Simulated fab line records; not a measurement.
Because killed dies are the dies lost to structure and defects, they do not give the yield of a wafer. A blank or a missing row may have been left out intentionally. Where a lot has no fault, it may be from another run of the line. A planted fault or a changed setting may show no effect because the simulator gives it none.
A lot that was struck, set against a sound lot + flow nand-harc + 15 out of 1302 route steps
Sound: wafers L292.1, L292.2, L292.3. Struck: wafer L298.6. (L298.1, L298.5 of the same lot were not struck and are left out.) The cause comes at the end.
Per side, at each step with rows, come the tool, then ch with its chambers, and then its first start. Under that, the readings that differ: sound wafers + struck wafers + difference of the means + sigmas: that difference in standard deviations of wafers without a fault.
alike: words and numbers the same on both sides, and readings whose means are apart by under 2 such deviations; not compared: readings that were withheld, readings missing a value for some wafer, numbers with overlapping values and no deviation given by the record, and bounds like >300 which may hide the same value.
The two part at a step that has a row with sigmas, a row that says differs or no value, or rows on one side only. Non-overlapping numbers with no deviation appear without sigmas and do not part them. A reading that every wafer of one side lacks parts them only if that side has two wafers or more.

first, 7 steps without rows for these wafers: NHARC_A_CHANNEL_HOLE_D1_COAT_37 (time 65 s); NHARC_A_CHANNEL_HOLE_D1_COAT_04 (resist thk 90 nm); NHARC_A_CHANNEL_HOLE_D1_SOFTBAKE_05 (time 55 s); NHARC_A_CHANNEL_HOLE_D1_EBR_06; NHARC_A_CHANNEL_HOLE_D1_EXPOSE_07 (exposes mask HOLE D1, target cd 100 nm); NHARC_A_CHANNEL_HOLE_D1_PEB_08 (peb time 65 s); NHARC_A_CHANNEL_HOLE_D1_DEVELOP_09 (develop time 35 s).
NHARC_A_CHANNEL_HOLE_D1_CD_MEAS_10 targets a cd of 100 nm.
  sound on cd-sem-01 ch 0, day 10 05:42; struck on cd-sem-03 ch 0, day 12 19:22
  alike: cd-nm
NHARC_A_CHANNEL_HOLE_D1_OVL_MEAS_11:
  sound on overlay-01 at day 10 05:47; struck on overlay-02 at day 12 19:27
| reading           | sound       | struck | difference | sigmas |
|-------------------|-------------|--------|------------|--------|
| overlay-y-nm (nm) | 0.5 1.3 1.0 | -1.2   | -2.1       | -2     |
  alike: overlay-x-nm
NHARC_A_CHANNEL_HOLE_D1_INSPECT_12:
  sound on defect-inspect-01 at day 10 05:49; struck on defect-inspect-01 at day 12 19:29
  alike: raw-defect-count
NHARC_A_CHANNEL_HOLE_D1_DESCUM_15: chemistry O2, time 3 s.
  sound on rie-diel-09 ch 0,2,3, day 10 05:53; struck on rie-diel-05 ch 1, day 12 19:36
| reading                         | sound          | struck | difference | sigmas |
|---------------------------------|----------------|--------|------------|--------|
| showerhead-plenum-p-Torr (Torr) | 1.94 2.00 2.07 | 1.83   | -0.17      | -2     |
  alike: drypump-motor-current-A, oes-product-au, rf-vpp-V, throttle-valve-pct
  not compared: rf-hours-counter-h
NHARC_A_CHANNEL_HOLE_D1_ETCH_38: etches the open film in CF4, target depth 39 nm, time 65 s.
  sound on rie-diel-09 ch 1,2,3, day 10 05:58; struck on rie-diel-05 ch 1, day 12 19:39
  alike: drypump-motor-current-A, oes-product-au, rf-vpp-V, showerhead-plenum-p-Torr, throttle-valve-pct
  not compared: rf-hours-counter-h
NHARC_A_CHANNEL_HOLE_D1_ETCH_39: etches the open film in N2/H2, target depth 260 nm, time 325 s.
  sound on rie-diel-09 ch 0,1,3, day 10 06:04; struck on rie-diel-05 ch 0, day 12 19:45
| reading               | sound             | struck | difference | sigmas |
|-----------------------|-------------------|--------|------------|--------|
| oes-product-au (a.u.) | 0.991 0.999 1.003 | 0.882  | -0.116     | -10    |
  alike: drypump-motor-current-A, h2-flow-sccm, rf-vpp-V, showerhead-plenum-p-Torr, throttle-valve-pct
  not compared: rf-hours-counter-h
NHARC_A_CHANNEL_HOLE_D1_ETCH_34: etches the open film in CF4/CHF3, target depth 154 nm, time 77 s.
  sound on rie-diel-09 ch 0,1,2; struck on rie-diel-05 ch 3
| reading                     | sound       | struck | difference | sigmas |
|-----------------------------|-------------|--------|------------|--------|
| drypump-motor-current-A (A) | 6.0 5.9 6.4 | 5.2    | -0.9       | -2     |
  alike: oes-product-au, rf-vpp-V, showerhead-plenum-p-Torr, throttle-valve-pct
  not compared: rf-hours-counter-h
following that, these wafers have no rows for 1 step: NHARC_END_SORT_01.

## WHERE THEY PART
Last at NHARC_A_CHANNEL_HOLE_D1_ETCH_34 as far as this record goes, first at NHARC_A_CHANNEL_HOLE_D1_OVL_MEAS_11.

WHY: whatever the simulator had introduced
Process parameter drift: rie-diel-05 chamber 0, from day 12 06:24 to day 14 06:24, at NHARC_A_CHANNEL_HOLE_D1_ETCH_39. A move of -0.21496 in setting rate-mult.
